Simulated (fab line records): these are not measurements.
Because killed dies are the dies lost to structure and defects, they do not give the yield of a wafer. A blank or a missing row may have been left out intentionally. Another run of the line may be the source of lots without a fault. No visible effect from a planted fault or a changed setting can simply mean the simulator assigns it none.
fab line records	flow nand-harc
record: lots: 5	wafers: 15	last-day: 33
route steps=1302 shown A_M0@1150 A_M1@1169 END@1302
lots untouched by any fault: they come from a run of this same line in which no faults occurred
start-h: the number of hours between the record's first day and the start of the first shown wafer of the lot	wait-h: time in hours since the lot's previous step	" identical to the entry in the row above	L1.1+2: several wafers, shown together as one row	- no value, or no start given	* or withheld: withheld	< > ~ a bound
route shown NAME@n: a module of which the file shows steps, and the number in the route of the first	usual: the fault-free wafers' mean and standard deviation	same: alike in all rows	chamber/n: place in a boat	sites: each site's reading	_std_site: their standard deviation	_edge_site: mean of outer sites minus mean of inner sites	radius-mm: how far each site lies from the wafer's centre	mask NAME#n: copy n	behind: the last tool/chamber to shape the wafer	hold: why the lot went on hold/how many hours it stayed there/how the hold came to an end	device: the transistor (n, p or np) that didn't switch	end of line: the route-end tests of the same wafers	a step without rows: its recipe alone	killed: at the first sort, the dies lost to defects and structure; wafer yield is something else	map: the dies of a wafer, with x for killed, . for not killed, _ for no die there
set.NAME: setting as actually run; set.NAME@STEP: the setting as run at that earlier step	model.NAME: the simulator's own value behind a step, which no gauge read
lots at selected steps of the route; one table per step, one row per wafer
services: a tool's chamber out of use, with start hour (start-h, from the record's first day; less than 0 if before it), hours out, and reason
== steps ==
step: NHARC_A_M0_DESCUM_14
recipe: time-s: 3	o2-flow-sccm: 200	ar-flow-sccm: 0	bias-power-w: 0	chemistry: O2
step: NHARC_A_M0_ETCH_34
recipe: target-depth-a: 400	overetch-a: 120	time-s: 43.94	ion-energy-ev: 200	n2-flow-sccm: 150	h2-flow-sccm: 150	ar-flow-sccm: 0	rf-w: 400	bias-w: 150	chemistry: N2/H2
step: NHARC_A_M0_ETCH_15
recipe: target-depth-a: 1500	overetch-a: 150	time-s: 82.5	c4f8-flow-sccm: withheld	ar-flow-sccm: 400	rf-w: 600	bias-w: 300	chemistry: C4F8/Ar
step: NHARC_A_M0_CD_MEAS_16
usual: cd-nm: 80.4/1
lot.wafer	tool	chamber	start-h	wait-h	cd-nm
L254.3	cd-sem-01	-	533.28	-	81.2
L254.4	"	-	"	"	80.8
L254.6	"	-	"	"	81.9
L262.1	cd-sem-03	-	622.68	-	80.6
L262.4	"	-	"	"	81.8
L262.6	"	-	"	"	81.5
L264.2	cd-sem-03	-	625.18	-	79.6
L264.4	"	-	"	"	79.2
L264.5	"	-	"	"	79.5
L269.4	cd-sem-02	-	688.56	-	81.2
L269.5	"	-	"	"	80.2
L269.6	"	-	"	"	81.1
L275.1	cd-sem-02	-	737.06	-	79.2
L275.2	"	-	"	"	78.1
L275.3	"	-	"	"	80.9
step: NHARC_A_M0_STRIP_18
recipe: power-w: 1000	n2-flow-sccm: 150	h2-flow-sccm: 150	ar-flow-sccm: 0	bias-w: 0	chemistry: N2/H2
step: NHARC_A_M0_STRIP_19
recipe: time-s: 600	temp-c: 30	chemistry: post-etch-residue-remover
step: NHARC_A_M0_DEGAS_28
recipe: temp-c: 250	time-s: 60
usual: heater-power-w: 336/34
lot.wafer	tool	chamber	start-h	wait-h	heater-power-w
L254.3	pvd-sputter-02	-	533.90	-	288
L254.4	"	-	"	"	363
L254.6	"	-	"	"	287
L262.1	pvd-sputter-02	-	623.32	-	350
L262.4	"	-	"	"	274
L262.6	"	-	"	"	364
L264.2	pvd-sputter-03	-	625.80	-	312
L264.4	"	-	"	"	344
L264.5	"	-	"	"	369
L269.4	pvd-sputter-02	-	689.17	-	289
L269.5	"	-	"	"	287
L269.6	"	-	"	"	365
L275.2	pvd-sputter-01	-	737.69	-	340
L275.3	"	-	"	"	336
L275.1	"	-	"	"	365
step: NHARC_A_M0_PRE_CLEAN_29
recipe: time-s: 30	temp-c: 280	gas: H2/He
usual: heater-power-w: 415/41
lot.wafer	tool	chamber	start-h	wait-h	heater-power-w
L254.3	pvd-sputter-02	-	-	-	478
L254.4	"	-	"	"	353
L254.6	"	-	"	"	343
L262.4	pvd-sputter-02	-	-	-	488
L262.1	"	-	"	"	351
L262.6	"	-	"	"	475
L264.4	pvd-sputter-03	-	-	-	417
L264.2	"	-	"	"	428
L264.5	"	-	"	"	420
L269.4	pvd-sputter-02	-	-	-	446
L269.6	"	-	"	"	337
L269.5	"	-	"	"	456
L275.1	pvd-sputter-01	-	-	-	414
L275.2	"	-	"	"	445
L275.3	"	-	"	"	429
step: NHARC_A_M0_PVD_20
recipe: target-thk-a: 50	bias-v: 168.6	power-w: 15000	chamber-pressure-pa: 0.12	time-s: 8.06	substrate-temp-c: 50	material: TaN
usual: throttle-valve-pct: 30.5/0.85
lot.wafer	tool	chamber	start-h	wait-h	throttle-valve-pct
L254.4	pvd-sputter-02	-	-	-	31.6
L254.3	"	-	"	"	31.4
L254.6	"	-	"	"	31.3
L262.4	pvd-sputter-02	-	-	-	31.4
L262.1	"	-	"	"	30.3
L262.6	"	-	"	"	30.4
L264.2	pvd-sputter-03	-	-	-	29.5
L264.4	"	-	"	"	30.3
L264.5	"	-	"	"	29.7
L269.4	pvd-sputter-02	-	-	-	30.9
L269.6	"	-	"	"	30.7
L269.5	"	-	"	"	30.7
L275.3	pvd-sputter-01	-	-	-	30.9
L275.2	"	-	"	"	29.9
L275.1	"	-	"	"	31.2
step: NHARC_A_M0_PVD_21
recipe: target-thk-a: 300	chamber-pressure-pa: 5	power-w: 5000	substrate-temp-c: 30	time-s: 20.49	material: Cu
usual: throttle-valve-pct: 30.5/0.85
lot.wafer	tool	chamber	start-h	wait-h	throttle-valve-pct
L254.4	pvd-sputter-02	-	-	-	30.5
L254.3	"	-	"	"	31.5
L254.6	"	-	"	"	30.4
L262.1	pvd-sputter-02	-	-	-	31.0
L262.4	"	-	"	"	30.3
L262.6	"	-	"	"	31.2
L264.4	pvd-sputter-03	-	-	-	29.4
L264.2	"	-	"	"	30.2
L264.5	"	-	"	"	29.6
L269.4	pvd-sputter-02	-	-	-	32.2
L269.5	"	-	"	"	30.7
L269.6	"	-	"	"	32.3
L275.3	pvd-sputter-01	-	-	-	30.7
L275.1	"	-	"	"	30.9
L275.2	"	-	"	"	31.2
step: NHARC_A_M0_ECD_22
recipe: target-thk-a: 4000	bath-temp-c: 25	material: Cu
step: NHARC_A_M0_ANNEAL_30
recipe: temp-c: 225	time-s: 90
usual: anneal-temp-c-max: 226.2/0.31	wafer_temp_C_max: 226.4/0.51
lot.wafer	tool	chamber	start-h	wait-h	anneal-temp-c-max	wafer_temp_C_max
L254.3	rtp-anneal-02	0	534.74	-	225.9	225.9
L254.4	"	0	"	"	225.8	225.8
L254.6	"	0	"	"	226.0	226.1
L262.1	rtp-anneal-02	0	624.06	0.3	225.9	226.7
L262.4	"	0	"	"	226.2	226.4
L262.6	"	0	"	"	226.6	226.4
L264.2	rtp-anneal-01	0	626.60	-	226.4	226.9
L264.4	"	0	"	"	226.1	226.5
L264.5	"	0	"	"	226.0	227.6
L269.4	rtp-anneal-02	0	690.06	-	226.1	226.4
L269.5	"	0	"	"	226.5	225.6
L269.6	"	0	"	"	226.2	226.3
L275.1	rtp-anneal-01	0	738.42	-	226.2	226.8
L275.2	"	0	"	"	226.0	226.5
L275.3	"	0	"	"	226.5	226.8
step: NHARC_A_M0_CMP_23
recipe: t-overpolish-s: 20	target-thk-nm: 113.75
usual: motor-current-A: 12.1/1.2	time-to-endpoint-s: 30/3.5
lot.wafer	tool	chamber	start-h	wait-h	motor-current-A	time-to-endpoint-s
L254.4	cmp-04	1	535.04	-	10.2	20
L254.3	"	2	"	"	11.2	28
L254.6	"	0	"	"	11.4	28
L262.1	cmp-04	2	624.40	-	11.3	28
L262.4	"	0	"	"	11.8	28
L262.6	"	2	"	"	11.5	30
L264.2	cmp-03	2	626.89	-	14.1	34
L264.4	"	0	"	"	11.9	29
L264.5	"	3	"	"	11.3	34
L269.4	cmp-03	1	690.25	-	13.7	33
L269.6	"	1	"	"	14.8	33
L269.5	"	2	"	"	13.8	33
L275.2	cmp-02	1	738.77	-	12.5	25
L275.3	"	3	"	"	9.7	24
L275.1	"	0	"	"	12.2	28
step: NHARC_A_M0_THK_MEAS_24
recipe: thk-meas-gauge: xrf
usual: thk-nm: 114.0/1.8
lot.wafer	tool	chamber	start-h	wait-h	thk-nm
L254.3	film-metro-01	-	535.30	-	114.3
L254.4	"	-	"	"	114.2
L254.6	"	-	"	"	114.6
L262.1	film-metro-01	-	624.72	-	114.7
L262.4	"	-	"	"	116.4
L262.6	"	-	"	"	113.1
L264.2	film-metro-01	-	627.20	-	114.5
L264.4	"	-	"	"	114.5
L264.5	"	-	"	"	114.5
L269.4	film-metro-02	-	690.56	-	118.4
L269.5	"	-	"	"	114.9
L269.6	"	-	"	"	116.5
L275.1	film-metro-02	-	739.08	-	113.9
L275.2	"	-	"	"	113.4
L275.3	"	-	"	"	112.2
step: NHARC_A_M0_SRD_25
step: NHARC_A_M0_INSPECT_27
usual: raw-defect-count: 550/120
lot.wafer	tool	chamber	start-h	wait-h	raw-defect-count
L254.3	defect-inspect-02	-	535.45	0.0	646
L254.4	"	-	"	"	490
L254.6	"	-	"	"	470
L262.1	defect-inspect-02	-	624.88	0.0	671
L262.4	"	-	"	"	640
L262.6	"	-	"	"	464
L264.2	defect-inspect-02	-	627.36	0.0	653
L264.4	"	-	"	"	805
L264.5	"	-	"	"	546
L269.4	defect-inspect-02	-	690.72	0.0	1248
L269.5	"	-	"	"	632
L269.6	"	-	"	"	1051
L275.1	defect-inspect-02	-	739.24	0.0	517
L275.2	"	-	"	"	727
L275.3	"	-	"	"	592
step: NHARC_A_M0_PRE_CLEAN_31
recipe: time-s: 12	temp-c: 370	rf-power-w: 300	gas: NH3
step: NHARC_A_M0_DEP_32
recipe: target-thk-a: 300	temp-c: 370	target-thk-nm: 30	pressure-torr: 3	flow-sccm: 200	rf-w: 450	material: SiCN
step: NHARC_A_M1_DEP_00
recipe: target-thk-a: 1825	target-thk-nm: 182.5	temp-c: withheld	pressure-torr: 5	flow-sccm: 200	rf-w: 600	material: SiOC
step: NHARC_A_M1_DEHYDRATE_01
recipe: temp-c: 150	time-s: 120
step: NHARC_A_M1_HMDS_02
recipe: time-s: 30
step: NHARC_A_M1_COAT_34
recipe: temp-c: 200	time-s: 65
step: NHARC_A_M1_COAT_03
recipe: spin-rpm: 1500	resist-thk-nm: 90
step: NHARC_A_M1_SOFTBAKE_04
recipe: temp-c: 105	time-s: 55
step: NHARC_A_M1_EBR_05
step: NHARC_A_M1_EXPOSE_06
recipe: na: 1.35	target-cd-nm: 120	dose-mj: 75.13	mask-id: A_M1
step: NHARC_A_M1_PEB_07
recipe: peb-temp-c: 100	peb-time-s: 65
step: NHARC_A_M1_DEVELOP_08
recipe: develop-time-s: 35	dev-temp-c: 23
step: NHARC_A_M1_CD_MEAS_09
recipe: target-cd-nm: 120	landing-energy-ev: 500
usual: cd-nm: 120.3/0.73
lot.wafer	tool	chamber	start-h	wait-h	cd-nm
L254.3	cd-sem-01	0	536.84	-	119.8
L254.4	"	0	"	"	119.4
L254.6	"	0	"	"	120.3
L262.1	cd-sem-01	0	626.27	-	120.8
L262.4	"	0	"	"	120.6
L262.6	"	0	"	"	119.9
L264.2	cd-sem-01	0	628.76	-	118.7
L264.4	"	0	"	"	119.5
L264.5	"	0	"	"	118.6
L269.4	cd-sem-02	0	692.12	-	120.7
L269.5	"	0	"	"	121.2
L269.6	"	0	"	"	119.2
L275.1	cd-sem-01	0	740.94	-	120.3
L275.2	"	0	"	"	121.0
L275.3	"	0	"	"	120.6
step: NHARC_A_M1_OVL_MEAS_10
recipe: pitch-nm: 240
usual: overlay-x-nm: 0.0/0.72	overlay-y-nm: 0.0/0.84
lot.wafer	tool	chamber	start-h	wait-h	overlay-x-nm	overlay-y-nm
L254.3	overlay-01	-	536.92	-	0.8	-1.2
L254.4	"	-	"	"	0.9	-1.3
L254.6	"	-	"	"	1.1	-1.3
L262.1	overlay-01	-	626.36	-	0.1	-1.3
L262.4	"	-	"	"	0.1	-1.2
L262.6	"	-	"	"	0.3	-1.0
L264.2	overlay-02	-	628.84	-	-1.1	0.7
L264.4	"	-	"	"	-1.4	0.2
L264.5	"	-	"	"	-1.2	-0.3
L269.4	overlay-01	-	692.20	-	-0.7	0.6
L269.5	"	-	"	"	0.1	0.2
L269.6	"	-	"	"	0.2	-0.1
L275.1	overlay-02	-	741.03	-	0.4	-0.4
L275.2	"	-	"	"	1.0	-1.0
L275.3	"	-	"	"	0.8	-0.3
step: NHARC_A_M1_INSPECT_11
usual: raw-defect-count: 85/35
lot.wafer	tool	chamber	start-h	wait-h	raw-defect-count
L254.3	defect-inspect-02	-	536.96	0.0	87
L254.4	"	-	"	"	70
L254.6	"	-	"	"	79
L262.1	defect-inspect-01	-	626.40	0.0	128
L262.4	"	-	"	"	118
L262.6	"	-	"	"	111
L264.2	defect-inspect-01	-	628.88	0.0	70
L264.4	"	-	"	"	65
L264.5	"	-	"	"	70
L269.4	defect-inspect-02	-	692.23	0.0	748
L269.5	"	-	"	"	90
L269.6	"	-	"	"	708
L275.1	defect-inspect-02	-	741.06	0.0	134
L275.2	"	-	"	"	116
L275.3	"	-	"	"	141
step: NHARC_A_M1_DESCUM_14
recipe: time-s: 3	o2-flow-sccm: 200	ar-flow-sccm: 0	bias-power-w: 0	chemistry: O2
step: NHARC_END_SORT_01
recipe: temp-c: 25
usual: defect-limited-yield: 91.2/2.6	killed-at-array: 55/17	killed-at-other: 0.9/1.2	killed-at-periphery: 3.7/2.5	killed-dies: 59/18	killed-open: 3.4/1.9	killed-short: 2.6/1.6	sort_bin_2_pct: 3.1/1.2	sort_bin_3_pct: 0.7/0.4	sort_bin_4_pct: 4.9/1.4	sort-n-pass: 618/18	sort-rim-yield-pct: 93/3.7	sort-yield-pct: 91.2/2.6
same: gross-dies: 677	sort_bin_5_pct[%]: 0	sort_bin_6_pct[%]: 0	sort_bin_7_pct[%]: 0	sort_bin_8_pct[%]: 0	sort-rim-n-gross: 106.00
lot.wafer	tool	chamber	start-h	wait-h	defect-limited-yield[%]	killed-at-array	killed-at-other	killed-at-periphery	killed-dies	killed-open	killed-short	sort_bin_2_pct[%]	sort_bin_3_pct[%]	sort_bin_4_pct[%]	sort-n-pass	sort-rim-yield-pct[%]	sort-yield-pct[%]
L262.1	prober-01	0	665.48	2.5	89.4	68	1	3	72	2	3	4.0	0.6	6.1	605	95	89.4
L262.4	prober-01	0	667.84	3.4	87.9	73	3	6	82	3	6	3.8	0.9	7.4	595	97	87.9
L262.6	prober-01	0	669.41	3.9	90.3	60	2	4	66	1	1	4.4	0.9	4.4	611	91	90.3
L264.2	prober-01	0	674.01	2.8	91.1	52	1	7	60	6	3	4.0	0.4	4.4	617	94	91.1
L264.4	prober-01	0	675.61	3.4	92.0	47	0	7	54	4	4	2.7	0.4	4.9	623	95	92.0
L264.5	prober-01	0	676.41	3.7	91.0	52	0	9	61	5	0	3.7	0.6	4.7	616	99	91.0
L269.4	prober-01	0	741.56	3.4	34.3	441	2	2	445	3	3	23.3	4.4	38.0	232	29	34.3
L269.6	prober-01	0	743.15	4.0	38.1	416	1	2	419	2	2	20.8	5.6	35.5	258	32	38.1
killed by level:class
L262.1 A_SLIT:chamber-film-flake=36 A_CHANNEL_HOLE_D1:chamber-film-flake=24 A_ONON_D1:geometric-particle:short=2 P_ZERO_WELL:chamber-film-flake=2 A_DECK1_JOINT:geometric-particle:open=1 A_WL_FILL:geometric-particle:short=1 A_BLC:geometric-particle:open=1 P_BONDPAD:chamber-film-flake=1
L262.4 A_SLIT:chamber-film-flake=29 A_CHANNEL_HOLE_D1:chamber-film-flake=28 P_BONDPAD:chamber-film-flake=4 A_STAIRCASE:chamber-film-flake=4 A_SOURCE_PLATE:geometric-particle:open=2 A_ZERO_WELL:chamber-film-flake=2 A_CHANNEL_HOLE_D2:chamber-film-flake=2 THIN_TSV:chamber-film-flake=2
L262.6 A_CHANNEL_HOLE_D1:chamber-film-flake=28 A_SLIT:chamber-film-flake=23 P_BONDPAD:chamber-film-flake=2 A_CHANNEL_HOLE_D2:unspecified=2 A_CONTACT:chamber-film-flake=2 THIN_TSV:chamber-film-flake=2 A_DECK1_JOINT:geometric-particle:short=1 A_DECK1_JOINT:geometric-particle:open=1
L264.2 A_CHANNEL_HOLE_D1:chamber-film-flake=28 A_CONTACT:chamber-film-flake=5 P_STI:chamber-film-flake=3 A_STAIRCASE:chamber-film-flake=3 A_CHANNEL_FILL_D1:chamber-film-flake=3 P_ZERO_WELL:chamber-film-flake=2 A_CHANNEL_HOLE_D2:chamber-film-flake=2 A_CHANNEL_FILL_D2:chamber-film-flake=2
L264.4 A_CHANNEL_HOLE_D1:chamber-film-flake=31 A_STAIRCASE:chamber-film-flake=4 P_STI:chamber-film-flake=3 P_CONTACT:geometric-particle:open=2 A_CHANNEL_FILL_D1:geometric-particle:short=2 A_CHANNEL_FILL_D1:chamber-film-flake=2 A_ONON_D1:geometric-particle:short=1 A_CHANNEL_FILL_D1:geometric-particle:open=1
L264.5 A_CHANNEL_HOLE_D1:chamber-film-flake=35 P_STI:chamber-film-flake=6 A_STAIRCASE:chamber-film-flake=5 A_CONTACT:chamber-film-flake=5 P_GATE:geometric-particle:open=2 A_CHANNEL_FILL_D1:geometric-particle:open=1 A_WL_FILL:geometric-particle:open=1 A_BLC:geometric-particle:open=1
L269.4 A_M0:unspecified=413 A_SLIT:chamber-film-flake=13 A_CHANNEL_HOLE_D2:chamber-film-flake=3 THIN_TSV:chamber-film-flake=2 A_CHANNEL_HOLE_D1:chamber-film-flake=2 A_STAIRCASE:chamber-film-flake=2 P_M2:geometric-particle:short=1 A_ONON_D1:geometric-particle:short=1
L269.6 A_M0:unspecified=372 A_SLIT:chamber-film-flake=28 A_CHANNEL_HOLE_D1:chamber-film-flake=4 A_CHANNEL_HOLE_D2:chamber-film-flake=4 A_WL_FILL:chamber-film-flake=3 P_M0:geometric-particle:open=1 A_CHANNEL_HOLE_D1:geometric-particle:short=1 A_DECK1_JOINT:geometric-particle:short=1
map L269.4 (x killed, . not)
____________.____________
_________xxxxxxx_________
_______xxxxxxxxxx._______
______xxxxxx...x..x______
_____x.xxxxx.xxxxxxx_____
____.xxxxxxxx..x.x.xx____
____x.x.xxx..xxxx.x..____
___x.xxx.xxxx..x..xx..___
___..xxxxxx.xxx...x.xx___
__xxx.....xxxxxxxx..x..__
__.x.x..xxxx..x.xxx.x..__
_.x.x...xx...x.x..x.xxxx_
_xxxxxx.xxx.x.x.x.x.xxx._
_x.x..xxxxxxxxx..xxxxxx._
_.x.x.xxxxxx..x.xxx.xx.x_
_xx.xxx.x.xxxxx..xx..xx._
...xx.xxxxx.xxxxxx.xx...x
x.x..xxx.xx.x...x.x.xxxxx
x..x.xxxxx.xxxx.xxx.x.x..
xx.x..x.xxxx...x..xxx..xx
.xxxx.x.xxxxx.xx...xxxxxx
_xxxx.xxxxxxxx.xxx.x.xxx_
_x.xx..xx.xxxx.x.x.xxx.x_
_xx.x...x.xx.xxxxxxx.xxx_
_xx...xxxxx.xxxx.xxxx.xx_
_x..xxxx.x.x.xxx...xxxxx_
__.xx.xxxxxxx.x.xxx.xxx__
__...x.xxxx.x..x.x.x.x.__
___xxxxxxxxxxx.xxx.x..___
___..xx.x....xxxx.x.x.___
____.xxxx.x..xxx.x..x____
____xx.xxxxxx.xx.x.xx____
_____.xx..xxx..xxxxx_____
______xx..x..x.x...______
_______xxx.x.xxx.x_______
_________xxxxxxx_________
____________x____________
map L264.5 (x killed, . not)
____________.____________
_________......._________
_______...x......._______
______.............______
_____..............._____
____.....x...........____
____.................____
___...................___
___......x............___
__.....................__
__......x..............__
_..x.x.x.x...xx........._
_....xx.x..............._
_....xx.....x....x......_
_...xxxx.x....x........._
_..xx.xxx.....x.x......._
....xxxxx......xx........
.....xxx.................
....xx..x......x......x..
.x....xxxx...............
....x..x.................
_....x....x............._
_......................._
_..............x........_
_..x...................._
_......................._
__...x.................__
__.....................__
___...................___
___...................___
____..........x......____
____....x............____
_____.....x........._____
______.............______
_______..........._______
_________...x..._________
____________.____________
== services ==
tool	chamber	start-h	hours	kind
pvd-sputter-02	-	518.63	1.7	repair
pvd-sputter-03	-	526.00	10.0	pm
cmp-02	-	528.39	4.0	pm
cmp-03	-	541.63	3.1	repair
cmp-03	-	554.37	4.0	pm
pvd-sputter-03	-	554.89	0.7	repair
cmp-04	-	574.04	0.9	repair
pvd-sputter-01	-	582.00	10.0	pm
pvd-sputter-03	-	590.50	1.5	repair
cmp-04	-	597.14	0.9	repair
cmp-04	-	601.08	4.0	pm
pvd-sputter-02	-	606.32	2.5	repair
cmp-03	-	624.30	2.3	repair
pvd-sputter-01	-	625.73	0.6	repair
pvd-sputter-02	-	638.00	10.0	pm
cmp-03	-	638.98	0.4	repair
cmp-03	-	652.37	4.0	pm
pvd-sputter-02	-	668.98	7.1	repair
cmp-04	-	691.07	0.7	repair
cmp-03	-	693.22	3.1	repair
cmp-04	-	699.08	4.0	pm
pvd-sputter-03	-	704.00	10.0	pm
cmp-03	-	706.24	2.2	repair
pvd-sputter-03	-	737.57	5.9	repair
== key ==
first-sign: step: NHARC_A_M0_INSPECT_27	reading: raw-defect-count	direction: up	sigmas: 5	usual: 550	struck: 1150
effect: step: NHARC_A_M1_INSPECT_11	reading: raw-defect-count	direction: up	sigmas: 18	usual: 85	struck: 728
effect: step: NHARC_END_SORT_01	reading: killed-at-array	direction: up	sigmas: 22	usual: 55	struck: 428
more-kills-born-at: NHARC_A_M0_CMP_23@cmp-03: 785
met-at NHARC_A_M0_CMP_23
struck-wafers L269.4,L269.6
fault: kind: chamber-particle-source	tool: cmp-03	chamber: 1	onset-h: 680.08	steps: NHARC_A_M0_CMP_23	rate-per-visit-cm2: 0.98291	end-h: 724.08
